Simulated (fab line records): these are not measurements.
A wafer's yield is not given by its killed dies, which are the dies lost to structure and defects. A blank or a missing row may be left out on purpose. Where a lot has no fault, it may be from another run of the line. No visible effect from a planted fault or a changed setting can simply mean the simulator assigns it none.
Which tool is to blame? | flow n5-finfet | 11 lots, 32 wafers sampled, at 1 step of a route of 1938

== WHAT THE GAUGES SHOWED, per wafer ==
N5_BEOL_M9_INSPECT_58: inspects for defects (darkfield).
lot  | measured     | on                | raw-defect-count
L250 | day 10 10:34 | defect-inspect-02 | 71 49
L252 | day 10 10:51 | defect-inspect-01 | 60 79 77
L254 | day 11 14:07 | defect-inspect-02 | 161 111 154
L257 | day 12 07:21 | defect-inspect-01 | 41 91 69
L263 | day 13 09:44 | defect-inspect-01 | 85 81 49
L268 | day 14 07:05 | defect-inspect-02 | 88 77 66
L267 | day 14 08:04 | defect-inspect-01 | 95 135 94
L269 | day 14 10:37 | defect-inspect-01 | 79 66 57
L271 | day 15 08:14 | defect-inspect-02 | 74 63 77
L272 | day 15 12:26 | defect-inspect-02 | 92 96 96
L273 | day 15 20:20 | defect-inspect-01 | 114 63 94

== TOOL THAT RAN EACH LOT (tool first, then ch and the chambers of the sampled wafers, then the start) ==
There is no process step in the record ahead of these readings.

== AS READ BY THE TOOLS THEMSELVES (means over the sampled wafers that have a number; for cases with no such wafer, the mark the record gives instead) ==
The record holds no such reading with a usual standard deviation.

== THE ANSWER, worked out from the rows above alone ==
Rule: the usual values come from the lots themselves. The widest of any qualifying gaps counts: lots, ordered by their means at a reading, are off when they make up no more than a third of the lots, leave a main group of 4 or more, and stand apart from it by 3 or more times the standard deviation of that group's means. If all means in a main group match to the digits the tables above print for the reading, that group is not used. A lot without any number at a reading at which 4 lots or more have one is off too. All remaining lots with rows at the step are treated as sound. After the gauges, taken in route order, come the tools' own readings; for these a lot's mean is taken, as printed above. The first step at which some lot is off is used, and at that step the reading that is off furthest; a lot without a number counts as furthest.
None of the lots is off at any reading shown; this tells nothing.

== WHAT THE SIMULATOR HAD INSERTED ==
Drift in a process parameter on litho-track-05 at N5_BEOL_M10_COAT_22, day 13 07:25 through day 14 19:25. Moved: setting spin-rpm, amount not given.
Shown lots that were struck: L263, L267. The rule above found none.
